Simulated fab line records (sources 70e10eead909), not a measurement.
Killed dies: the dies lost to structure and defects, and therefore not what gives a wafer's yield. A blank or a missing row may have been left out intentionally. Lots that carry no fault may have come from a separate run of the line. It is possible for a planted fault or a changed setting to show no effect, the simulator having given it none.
Chamber matching | flow nandHarc | NHARC_P_ZERO_WELL_DESCUM_13 on rieDiel-04: 4 sister chambers
The step chemistry O2, time 3 s. 18 wafers are shown with their chamber, then 9 later ones without.

== WAFERS, EACH WITH ITS CHAMBER ==
wafer  | chamber | drypumpMotorCurrentA (A) | oesProductAu (a.u.) | showerheadPlenumPTorr (Torr)
L074.2 | 2       | 5.7                      | 1.008               | 1.96
L074.3 | 3       | 6.3                      | 1.007               | 1.94
L074.5 | 3       | 6.2                      | 1.008               | 1.94
L083.2 | 2       | 5.7                      | 1.003               | 1.95
L083.5 | 0       | 5.2                      | 0.984               | 1.84
L083.6 | 3       | 6.3                      | 1.017               | 1.93
L084.1 | 0       | 5.2                      | 0.978               | 1.84
L084.2 | 1       | 5.4                      | 1.012               | 1.77
L084.4 | 3       | 6.3                      | 1.005               | 1.93
L085.1 | 0       | 5.2                      | 0.988               | 1.84
L085.3 | 1       | 5.4                      | 1.014               | 1.77
L085.6 | 3       | 6.2                      | 1.005               | 1.93
L086.1 | 3       | 6.2                      | 1.012               | 1.93
L086.5 | 0       | 5.2                      | 0.991               | 1.83
L086.6 | 1       | 5.4                      | 1.009               | 1.77
L092.4 | 2       | 5.7                      | 1.015               | 1.94
L092.5 | 2       | 5.7                      | 0.995               | 1.94
L092.6 | 1       | 5.4                      | 1.001               | 2.08

SIGNATURES (means of the wafers above)
reading               | chamber 0 | chamber 1 | chamber 2 | chamber 3 | scatter within a chamber
drypumpMotorCurrentA  | 5.200     | 5.400     | 5.700     | 6.250     | 0.0327
oesProductAu          | 0.98525   | 1.00900   | 1.00525   | 1.00900   | 0.00607
showerheadPlenumPTorr | 1.8375    | 1.8475    | 1.9475    | 1.9333    | 0.072
Rule: distance of a wafer from a chamber = root of the sum over the readings of ((wafer's reading minus chamber's mean) / reading's scatter) squared. The wafer belongs to the nearest chamber; if the next one is less than 2 further off, it can't be placed. The scatter: the root of (the sum of the squares of (reading less its chamber's mean) over the shown wafers, divided by (wafers less chambers)).

== WAFERS WITH NO CHAMBER GIVEN ==
wafer  | drypumpMotorCurrentA (A) | oesProductAu (a.u.) | showerheadPlenumPTorr (Torr)
L094.1 | 5.4                      | 0.993               | 2.07
L094.2 | 6.2                      | 0.986               | 1.92
L094.3 | 5.7                      | 1.005               | 1.94
L095.4 | 5.7                      | 0.998               | 1.94
L095.5 | 5.7                      | 1.002               | 1.94
L095.6 | 5.3                      | 0.995               | 2.07
L096.2 | 5.7                      | 1.010               | 1.94
L096.3 | 6.2                      | 0.988               | 1.92
L096.6 | 5.2                      | 0.981               | 1.83

== WHICH CHAMBER EACH WENT THROUGH ==
wafer  | from the rows above     | in truth
L094.1 | 1                       | 1
L094.2 | 3                       | 3
L094.3 | 2                       | 2
L095.4 | 2                       | 2
L095.5 | 2                       | 2
L095.6 | can't be placed: 0 or 1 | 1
L096.2 | 2                       | 2
L096.3 | 3                       | 3
L096.6 | 0                       | 0
Placed correctly: 8 of 9. From these rows, 1 cannot be placed; in 1 the true chamber is one of the candidates. Wrongly placed: 0.
